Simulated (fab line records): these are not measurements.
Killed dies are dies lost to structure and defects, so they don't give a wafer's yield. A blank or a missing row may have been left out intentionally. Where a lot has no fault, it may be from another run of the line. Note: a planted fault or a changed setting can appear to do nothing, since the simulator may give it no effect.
Chamber matching :: flow nandHarc :: NHARC_A_SGD_CUT_CMP_21 on cmp-02: 4 sister chambers
The step polishes, target thk 148.19 nm. 8 wafers are shown with their chamber, then 8 later ones without.

## WAFERS PAIRED WITH THEIR CHAMBERS
wafer: L078.1
chamber: 1
motorCurrentA (A): 14.9
timeToEndpointS (s): 45.7

wafer: L080.2
chamber: 2
motorCurrentA (A): 12.9
timeToEndpointS (s): 52.6

wafer: L082.2
chamber: 3
motorCurrentA (A): 11.5
timeToEndpointS (s): 48.1

wafer: L082.5
chamber: 3
motorCurrentA (A): 12.2
timeToEndpointS (s): 48.4

wafer: L088.1
chamber: 2
motorCurrentA (A): 11.6
timeToEndpointS (s): 48.8

wafer: L088.3
chamber: 0
motorCurrentA (A): 12.0
timeToEndpointS (s): 52.0

wafer: L088.6
chamber: 1
motorCurrentA (A): 15.0
timeToEndpointS (s): 44.6

wafer: L087.1
chamber: 0
motorCurrentA (A): 12.0
timeToEndpointS (s): 48.3

## WAFERS MISSING THEIR CHAMBER
wafer: L087.3
motorCurrentA (A): 11.2
timeToEndpointS (s): 51.4

wafer: L087.5
motorCurrentA (A): 12.0
timeToEndpointS (s): 48.9

wafer: L094.1
motorCurrentA (A): 12.9
timeToEndpointS (s): 51.5

wafer: L094.3
motorCurrentA (A): 12.5
timeToEndpointS (s): 50.7

wafer: L094.4
motorCurrentA (A): 11.0
timeToEndpointS (s): 48.0

wafer: L097.2
motorCurrentA (A): 11.2
timeToEndpointS (s): 48.1

wafer: L097.4
motorCurrentA (A): 13.4
timeToEndpointS (s): 47.1

wafer: L097.5
motorCurrentA (A): 12.2
timeToEndpointS (s): 52.2

## CHAMBER TAKEN BY EACH
wafer: L087.3
from the rows above: can't be placed: 0 or 2 or 3
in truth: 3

wafer: L087.5
from the rows above: can't be placed: 3 or 0 or 2
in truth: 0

wafer: L094.1
from the rows above: can't be placed: 2 or 0 or 3
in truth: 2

wafer: L094.3
from the rows above: can't be placed: 2 or 0 or 3
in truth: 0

wafer: L094.4
from the rows above: can't be placed: 3 or 0 or 2
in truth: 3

wafer: L097.2
from the rows above: can't be placed: 3 or 0 or 2
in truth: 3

wafer: L097.4
from the rows above: can't be placed: 2 or 3 or 0 or 1
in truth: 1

wafer: L097.5
from the rows above: can't be placed: 2 or 0 or 3
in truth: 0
0 of 8 placed correctly. From these rows, 8 cannot be placed; in 8 the true chamber is one of the candidates. Placed wrongly: 0.
How it was worked out, from the rows above alone: a wafer's distance from a chamber is the root of the sum, over the readings, of the square of ((its reading less the chamber's mean) divided by the reading's scatter). The wafer belongs to the nearest chamber; if the next one is less than 2 further off, it can't be placed. Each chamber's mean is taken over the wafers shown for it. The scatter is the square root of a quotient: the sum, over the shown wafers, of each reading's squared deviation from its chamber's mean, divided by wafers minus chambers.
